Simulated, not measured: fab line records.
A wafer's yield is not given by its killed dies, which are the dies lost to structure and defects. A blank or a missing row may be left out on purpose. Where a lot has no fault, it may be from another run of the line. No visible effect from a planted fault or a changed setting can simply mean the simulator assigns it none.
A struck lot beside a sound one / flow n5_finfet / 14 out of 1938 route steps
Sound: the wafers L815.4, L815.5, L815.6. Wafers L804.1, L804.3, L804.6 were the ones struck. The cause is named last.
At each step with rows: each side's tool, then ch and its chambers, then its first start. Under that, the readings that differ: sound wafers / struck wafers / difference of the means / sigmas: that difference in standard deviations of wafers without a fault.
alike: a reading whose means differ by less than 2 such deviations, as well as words and numbers matching on both sides. not compared: withheld readings; readings where some wafer has no value; bounds like >300 that might hide an equal value; numbers whose values overlap and for which the record gives no deviation.
Wherever a step has rows on one side only, a row that says differs or no value, or a row with sigmas, the two part there. Numbers that have no deviation but don't overlap get no sigmas and don't part them. A reading that every wafer of one side lacks parts them only if that side has two wafers or more.

N5_MOL_CONTACT_COAG_PRE_CLEAN_142: time 60 s.
  sound on pvd_sputter-02 at day 9 10:21; struck on pvd_sputter-01 at day 6 21:40
  alike: heater_power_w
N5_MOL_CONTACT_COAG_SPUTTER_130: material Co, target thk 47.5 nm.
  sound on pvd_sputter-02 at day 9 10:25; struck on pvd_sputter-01 at day 6 21:44
  alike: throttle_valve_pct
then, 2 steps without rows for these wafers: N5_MOL_CONTACT_COAG_PRECLEAN_125 (cleans in DIW, time 57.5 s); N5_MOL_CONTACT_COAG_SRD_126 (dry time 32 s).
N5_MOL_CONTACT_COAG_CMP_23: polishes, stops on SiO2, t overpolish 1.5 s, target thk 0 nm.
  sound on cmp-04 ch 1,2,3, day 9 10:40; struck on cmp-03 ch 0,3, day 6 21:55
  alike: motor_current_A, overpolish_run_s, time_to_endpoint_s
then, 2 steps without rows for these wafers: N5_MOL_CONTACT_COAG_WET_ETCH_26 (target Co, target depth 13 nm); N5_MOL_CONTACT_COAG_WET_ETCH_116 (etches the open film in SC1-inhibited, target depth 4.6 nm, rinse time 30 s).
N5_MOL_CONTACT_COAG_ALD_27: deposits SiOC, target thk 17 nm, pulse time 1.5 s, time 2720 s.
  sound on ald_sin-03 ch 2,3, day 9 11:25; struck on ald_sin-01 ch 2,3, day 6 22:44
  alike: chamber_pressure_Torr, heater_power_w, precursor_pulse_height_rel, susceptor_temp_C
N5_MOL_CONTACT_COAG_CMP_28: polishes, stops on SiNx, t overpolish 0.85 s, target thk 14.522 nm.
  sound on cmp-02 ch 0,3, day 9 12:59; struck on cmp-04 ch 0,3, day 7 00:18
  alike: motor_current_A, time_to_endpoint_s
N5_MOL_CONTACT_COAG_THK_MEAS_29:
  sound on film_metro-01 at day 9 13:16; struck on film_metro-02 at day 7 00:35
  alike: MD_CAP_THK
N5_MOL_CONTACT_COAG_ALD_123: deposits SiNx, target thk 5 nm, pulse time 1 s, purge time 2 s.
  sound on ald_sin-03 ch 0,1,3, day 9 13:19; struck on ald_sin-02 ch 1,2, day 7 00:38
reading=heater_power_w (W); sound=788 999 744; struck=1087 1036 1093; difference=+228; sigmas=+2
reading=susceptor_temp_C (C); sound=399.92 400.06 400.07; struck=431.87 431.20 431.61; difference=+31.54; sigmas=+99 or more
  alike: chamber_pressure_Torr, precursor_pulse_height_rel
then, 1 step without rows for these wafers: N5_MOL_CONTACT_COAG_PECVD_31 (deposits SiO2 from TEOS/O2, target thk 46 nm, time 8.9 s).
-- the record jumps here: 3 days lie between the struck wafers' starts before and after (it left off in module MOL_CONTACT_COAG and takes up again in module BEOL_M4, whose first step shown is number 1111 of the route) --
N5_BEOL_M4_RC_MEAS_101:
  sound on prober-02 ch 0, day 12 20:25; struck on prober-02 ch 0, day 10 07:34
  alike: DIBL_N, DIBL_P, IOFF_N, IOFF_P, ION_N, ION_P, SS_N, SS_P, VT_N, VT_P
-- a jump in the record: the struck wafers' starts before and after are 5 days apart (it breaks off in module BEOL_M4 and resumes in module PASSIVATION, where the first step shown is number 1936 of the route) --
N5_PASSIVATION_PROBE_49:
  the record has rows for the struck wafers here (prober-02, day 15 07:06) and none for the sound ones

WHERE THEY PART
At N5_MOL_CONTACT_COAG_ALD_123 first; at N5_PASSIVATION_PROBE_49 last (within this record only).

WHY: what had been put in by the simulator
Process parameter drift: ald_sin-02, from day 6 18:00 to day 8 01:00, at N5_MOL_CONTACT_COAG_ALD_123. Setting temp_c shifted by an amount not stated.
